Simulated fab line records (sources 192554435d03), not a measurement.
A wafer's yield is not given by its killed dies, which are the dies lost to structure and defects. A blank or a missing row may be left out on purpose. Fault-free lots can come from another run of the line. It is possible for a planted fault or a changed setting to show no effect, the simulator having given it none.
Matching of chambers -- flow n5-finfet -- N5_STI_FIN_REVEAL_ALD_14 on ald-sin-04 has 4 sister chambers
The step deposits Si3N4, target thk 3 nm. 4 wafers are shown with their chamber, then 8 later ones without.

== WAFERS, EACH WITH ITS CHAMBER ==
wafer,chamber,heater-power-w (W)
L079.2,0,648
L085.6,2,751
L087.5,3,816
L088.1,1,803

== WAFERS WITHOUT THEIR CHAMBER ==
wafer,heater-power-w (W)
L088.3,750
L088.4,801
L090.1,649
L090.3,803
L090.5,770
L093.2,804
L093.4,822
L093.6,757

== WHICH CHAMBER EACH ONE RAN IN ==
wafer,from the rows above,in truth
L088.3,2,2
L088.4,can't be placed: 1 or 3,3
L090.1,0,0
L090.3,can't be placed: 1 or 3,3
L090.5,can't be placed: 2 or 1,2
L093.2,can't be placed: 1 or 3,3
L093.4,can't be placed: 3 or 1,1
L093.6,2,2
3 of 8 placed correctly. These rows do not allow placing 5 (true chamber among the candidates in 5). Placed wrongly: 0.
How it was worked out, from the rows above alone: a wafer's distance from a chamber is the root of the sum, over the readings, of the square of ((its reading less the chamber's mean) divided by the reading's scatter). The wafer belongs to the nearest chamber; if the next one is less than 2 further off, it can't be placed. Each chamber's mean is taken over the wafers shown for it. The scatter: root of mean squared gap, hidden wafer to nearest shown wafer, with one shown wafer a chamber.
